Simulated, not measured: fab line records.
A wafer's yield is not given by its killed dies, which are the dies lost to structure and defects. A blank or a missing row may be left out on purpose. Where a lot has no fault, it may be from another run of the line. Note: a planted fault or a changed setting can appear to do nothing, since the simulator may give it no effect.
Chamber matching + flow n5Finfet + 4 sister chambers for N5_BEOL_M13_ETCH_59 on rieDiel-02
The step etches BARC in N2/H2, target depth 89 nm, overetch 26.7 nm, time 67.9 s. 36 wafers are shown with their chamber, then 12 later ones without.

## WAFERS PAIRED WITH THEIR CHAMBERS
| wafer  | chamber | drypumpMotorCurrentA (A) | throttleValvePct (%) | showerheadPlenumPTorr (Torr) |
|--------|---------|--------------------------|----------------------|------------------------------|
| L075.1 | 2       | 5.2                      | 17.89                | 2.59                         |
| L075.2 | 1       | 5.9                      | 18.26                | 2.53                         |
| L075.3 | 3       | 5.9                      | 17.85                | 2.59                         |
| L075.4 | 3       | 5.9                      | 17.83                | 2.59                         |
| L075.5 | 2       | 5.2                      | 17.90                | 2.59                         |
| L075.6 | 1       | 5.9                      | 18.27                | 2.53                         |
| L080.1 | 3       | 5.9                      | 17.84                | 2.58                         |
| L080.3 | 2       | 5.2                      | 17.90                | 2.58                         |
| L080.6 | 1       | 5.9                      | 18.26                | 2.53                         |
| L084.1 | 1       | 5.9                      | 18.28                | 2.53                         |
| L084.2 | 3       | 5.9                      | 17.85                | 2.58                         |
| L084.6 | 3       | 5.9                      | 17.85                | 2.58                         |
| L085.2 | 2       | 5.3                      | 17.91                | 2.58                         |
| L085.3 | 0       | 6.5                      | 17.68                | 2.70                         |
| L085.6 | 2       | 5.3                      | 17.91                | 2.58                         |
| L087.1 | 0       | 6.5                      | 17.69                | 2.70                         |
| L087.2 | 3       | 5.9                      | 17.88                | 2.57                         |
| L087.3 | 1       | 5.9                      | 18.27                | 2.52                         |
| L087.4 | 2       | 5.3                      | 17.94                | 2.58                         |
| L087.5 | 2       | 5.3                      | 17.94                | 2.58                         |
| L087.6 | 3       | 5.9                      | 17.86                | 2.58                         |
| L089.1 | 1       | 5.9                      | 18.30                | 2.52                         |
| L089.2 | 2       | 5.2                      | 17.92                | 2.58                         |
| L089.3 | 3       | 5.9                      | 17.87                | 2.57                         |
| L089.4 | 0       | 6.5                      | 17.68                | 2.69                         |
| L089.5 | 2       | 5.3                      | 17.93                | 2.58                         |
| L089.6 | 1       | 5.9                      | 18.30                | 2.52                         |
| L091.3 | 2       | 5.3                      | 17.94                | 2.57                         |
| L091.5 | 1       | 5.9                      | 18.30                | 2.52                         |
| L091.6 | 2       | 5.3                      | 17.95                | 2.57                         |
| L093.1 | 3       | 5.9                      | 17.89                | 2.57                         |
| L093.2 | 0       | 6.6                      | 17.72                | 2.69                         |
| L093.3 | 1       | 5.9                      | 18.30                | 2.52                         |
| L093.4 | 2       | 5.2                      | 17.96                | 2.57                         |
| L093.5 | 1       | 5.9                      | 18.29                | 2.52                         |
| L093.6 | 2       | 5.2                      | 17.95                | 2.57                         |

SIGNATURES, as means of the wafers listed above
| reading               | chamber 0 | chamber 1 | chamber 2 | chamber 3 | scatter within a chamber |
|-----------------------|-----------|-----------|-----------|-----------|--------------------------|
| drypumpMotorCurrentA  | 6.525     | 5.900     | 5.254     | 5.900     | 0.0353                   |
| throttleValvePct      | 17.6925   | 18.2830   | 17.9262   | 17.8578   | 0.02                     |
| showerheadPlenumPTorr | 2.6950    | 2.5240    | 2.5785    | 2.5789    | 0.00661                  |
Rule: for a wafer and a chamber, the distance is found by dividing, reading by reading, the gap between the wafer's reading and the chamber's mean by the reading's scatter, squaring, summing and taking the root. The wafer belongs to the nearest chamber; if the next one is less than 2 further off, it can't be placed. The scatter: the root of (the sum of the squares of (reading less its chamber's mean) over the shown wafers, divided by (wafers less chambers)).

## WAFERS WITHOUT THEIR CHAMBER
| wafer  | drypumpMotorCurrentA (A) | throttleValvePct (%) | showerheadPlenumPTorr (Torr) |
|--------|--------------------------|----------------------|------------------------------|
| L094.1 | 5.9                      | 17.90                | 2.57                         |
| L094.2 | 5.9                      | 18.31                | 2.51                         |
| L094.3 | 5.3                      | 17.93                | 2.57                         |
| L094.4 | 6.5                      | 17.73                | 2.69                         |
| L094.5 | 5.2                      | 17.96                | 2.57                         |
| L094.6 | 5.9                      | 17.90                | 2.57                         |
| L096.1 | 5.9                      | 17.91                | 2.57                         |
| L096.2 | 5.9                      | 18.31                | 2.51                         |
| L096.3 | 6.5                      | 17.71                | 2.69                         |
| L096.4 | 5.3                      | 17.98                | 2.57                         |
| L096.5 | 6.6                      | 17.70                | 2.69                         |
| L096.6 | 5.9                      | 18.31                | 2.51                         |

## CHAMBER TAKEN BY EACH
| wafer  | from the rows above | in truth |
|--------|---------------------|----------|
| L094.1 | 3                   | 3        |
| L094.2 | 1                   | 1        |
| L094.3 | 2                   | 2        |
| L094.4 | 0                   | 0        |
| L094.5 | 2                   | 2        |
| L094.6 | 3                   | 3        |
| L096.1 | 3                   | 3        |
| L096.2 | 1                   | 1        |
| L096.3 | 0                   | 0        |
| L096.4 | 2                   | 2        |
| L096.5 | 0                   | 0        |
| L096.6 | 1                   | 1        |
12 of 12 placed correctly. Can't be placed from these rows: 0. Number placed wrongly: 0.
